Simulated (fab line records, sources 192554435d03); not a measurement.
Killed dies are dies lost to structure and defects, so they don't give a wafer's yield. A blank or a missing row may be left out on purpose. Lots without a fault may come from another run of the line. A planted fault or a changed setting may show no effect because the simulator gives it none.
Split-lot experiment | flow n5_finfet | 7 lots, 21 wafers read, on a route of 1938 steps

THE SPLIT
At N5_BEOL_M7_TRENCH_ETCH_37 (etches SiCOH lowk in C4F6/O2, target depth 93.478 nm, time 31.2 s), the setting time_s was moved away from the recipe's 31.2 s on 7 of the 21 wafers read, by -20.3% to +20.9%. The other wafers ran this setting at the recipe's value.

The reading is taken at the split's own step.

THE READING
etch.depth_nm (the simulator's own value, which no gauge read), in nm, at N5_BEOL_M7_TRENCH_ETCH_37 (etches SiCOH lowk in C4F6/O2, target depth 93.478 nm, time 31.2 s). The file gives no usual value for it. The 14 wafers here that ran the recipe average 93.53 nm, standard deviation 1.3 nm.

wafer  | tool, chamber at the split | time_s as run, s | against the recipe | etch.depth_nm, nm | against lot-mates on the recipe
L077.1 | rie_diel-02, 1             | 31.2             | recipe             | 94.69             | -
L077.4 | rie_diel-02, 0             | 31.2             | recipe             | 94.21             | -
L077.5 | rie_diel-02, 2             | 31.2             | recipe             | 92.84             | -
L081.1 | rie_diel-05, 3             | 31.2             | recipe             | 93.46             | -
L081.2 | rie_diel-05, 1             | 24.88            | -20.3%             | 72.55             | -20.79
L081.3 | rie_diel-05, 2             | 31.2             | recipe             | 93.22             | -
L083.1 | rie_diel-03, 0             | 31.2             | recipe             | 94.77             | -
L083.3 | rie_diel-03, 1             | 29.09            | -6.8%              | 88.34             | -6.43
L083.4 | rie_diel-03, 0             | 29.09            | -6.8%              | 88.05             | -6.72
L085.1 | rie_diel-05, 3             | 36.01            | +15.4%             | 108.5             | +17.00
L085.3 | rie_diel-05, 1             | 31.2             | recipe             | 90.68             | -
L085.4 | rie_diel-05, 2             | 31.2             | recipe             | 92.33             | -
L096.1 | rie_diel-02, 2             | 31.2             | recipe             | 94.08             | -
L096.2 | rie_diel-02, 0             | 37.73            | +20.9%             | 112.3             | +18.22
L096.5 | rie_diel-02, 0             | 37.73            | +20.9%             | 112.4             | +18.32
L095.1 | rie_diel-03, 0             | 31.2             | recipe             | 92.08             | -
L095.5 | rie_diel-03, 1             | 36.71            | +17.7%             | 109.3             | +16.71
L095.6 | rie_diel-03, 0             | 31.2             | recipe             | 93.09             | -
L097.3 | rie_diel-02, 2             | 31.2             | recipe             | 95.41             | -
L097.5 | rie_diel-02, 2             | 31.2             | recipe             | 95.28             | -
L097.6 | rie_diel-02, 3             | 31.2             | recipe             | 93.25             | -

THE FIT
A straight line over all 21 wafers: etch.depth_nm changes by +0.933 nm for each +1% of time_s; r = +0.99; the points scatter about the line by 1.3 nm.
The same after taking each lot's own level away (the mean of its wafers on the recipe; 21 wafers): +0.953 nm for each +1%; r = +0.99; scatter 1 nm.
On that fit, the largest move of time_s shifts the reading by 20 nm.
The lots' own levels span 91.505 to 94.770 nm, that is 2.6 times the standard deviation above.
So the lot-to-lot level changes the slope little: the two slopes agree.
Check: with one of the wafers moved furthest among these (+20.9%) left out of the fit, the line predicts +20.3 nm for it against its lot-mates. It came out at +18.2 nm against them.

OTHER SPLITS ON THESE WAFERS
These wafers also went through other splits before the reading. Each is held against what the fit with the lots' levels taken away leaves over:
other split on the same wafers   | wafers away from the commonest value | r with etch.depth_nm (lot level and that fit taken away)
N5_BEOL_M3_TRENCH_ETCH_37 time_s | 5                                    | +0.14
N5_BEOL_M4_DESCUM_16 time_s      | 4                                    | +0.24
N5_BEOL_M4_ETCH_64 bias_w        | 8                                    | -0.05
N5_BEOL_M5_COAT_66 spin_rpm      | 6                                    | +0.22
N5_BEOL_M5_COAT_74 temp_c        | 4                                    | -0.27
N5_BEOL_M6_TRENCH_ETCH_37 bias_w | 10                                   | -0.18
N5_BEOL_M6_SPUTTER_48 power_w    | 7                                    | +0.25

THE WHOLE CHAIN: every reading that the file lists as answering this split, in the file's order
step                      | what it does                                                      | reading                                                                   | change (the file's fit)               | r (the file's)
N5_BEOL_M7_TRENCH_ETCH_37 | etches SiCOH lowk in C4F6/O2, target depth 93.478 nm, time 31.2 s | BEOL_M7.feature_depth_nm (the simulator's own value, which no gauge read) | +0.976 nm for each +1% of the setting | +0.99
N5_BEOL_M7_TRENCH_ETCH_37 | etches SiCOH lowk in C4F6/O2, target depth 93.478 nm, time 31.2 s | etch.depth_nm (the simulator's own value, which no gauge read)            | +0.974 nm for each +1% of the setting | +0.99

THE FILE'S OWN FIT
etch.depth_nm changes by +0.974 nm for each +1% of time_s, r = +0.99.
